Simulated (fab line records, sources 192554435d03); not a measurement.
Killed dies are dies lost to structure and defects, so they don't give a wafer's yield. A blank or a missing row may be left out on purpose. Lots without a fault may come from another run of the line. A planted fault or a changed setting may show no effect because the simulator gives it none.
Chamber matching | flow n5_finfet | N5_MOL_CONTACT_COAG_ETCHBACK_135 on rie_diel-04: 4 sister chambers
The step etches SiO2 in CHF3, target depth 25 nm, time 16.7 s. 14 wafers are shown with their chamber, then 7 later ones without.

WAFERS WITH THEIR CHAMBER
wafer  | chamber | rf_vpp_V (V) | showerhead_plenum_p_Torr (Torr) | throttle_valve_pct (%)
L076.2 | 0       | 493          | 2.33                            | 18.87
L076.5 | 3       | 536          | 2.43                            | 18.69
L076.6 | 0       | 492          | 2.33                            | 18.86
L078.1 | 2       | 552          | 2.40                            | 18.47
L078.4 | 3       | 537          | 2.43                            | 18.70
L078.6 | 1       | 509          | 2.45                            | 18.79
L090.2 | 0       | 493          | 2.32                            | 18.90
L090.3 | 2       | 553          | 2.39                            | 18.51
L090.6 | 1       | 508          | 2.44                            | 18.82
L091.3 | 1       | 508          | 2.44                            | 18.83
L091.4 | 1       | 508          | 2.44                            | 18.82
L091.6 | 2       | 554          | 2.39                            | 18.53
L092.3 | 2       | 552          | 2.38                            | 18.53
L092.5 | 2       | 554          | 2.38                            | 18.54

SIGNATURES (means of the wafers above)
reading                  | chamber 0 | chamber 1 | chamber 2 | chamber 3 | scatter within a chamber
rf_vpp_V                 | 492.67    | 508.25    | 553.00    | 536.50    | 0.769
showerhead_plenum_p_Torr | 2.3267    | 2.4425    | 2.3880    | 2.4300    | 0.00649
throttle_valve_pct       | 18.8767   | 18.8150   | 18.5160   | 18.6950   | 0.0222
Rule: a wafer's distance from a chamber is the root of the sum, over the readings, of the square of ((its reading less the chamber's mean) divided by the reading's scatter). The wafer belongs to the nearest chamber; if the next one is less than 2 further off, it can't be placed. The scatter: the root of (the sum of the squares of (reading less its chamber's mean) over the shown wafers, divided by (wafers less chambers)).

WAFERS WITHOUT THEIR CHAMBER
wafer  | rf_vpp_V (V) | showerhead_plenum_p_Torr (Torr) | throttle_valve_pct (%)
L092.6 | 555          | 2.38                            | 18.52
L095.1 | 551          | 2.38                            | 18.56
L095.3 | 553          | 2.38                            | 18.56
L095.6 | 552          | 2.38                            | 18.53
L096.1 | 552          | 2.38                            | 18.57
L096.5 | 553          | 2.38                            | 18.54
L096.6 | 534          | 2.41                            | 18.77

WHICH CHAMBER EACH WENT THROUGH
wafer  | from the rows above | in truth
L092.6 | 2                   | 2
L095.1 | 2                   | 2
L095.3 | 2                   | 2
L095.6 | 2                   | 2
L096.1 | 2                   | 2
L096.5 | 2                   | 2
L096.6 | 3                   | 3
Placed correctly: 7 of 7. Can't be placed from these rows: 0. Placed wrongly: 0.
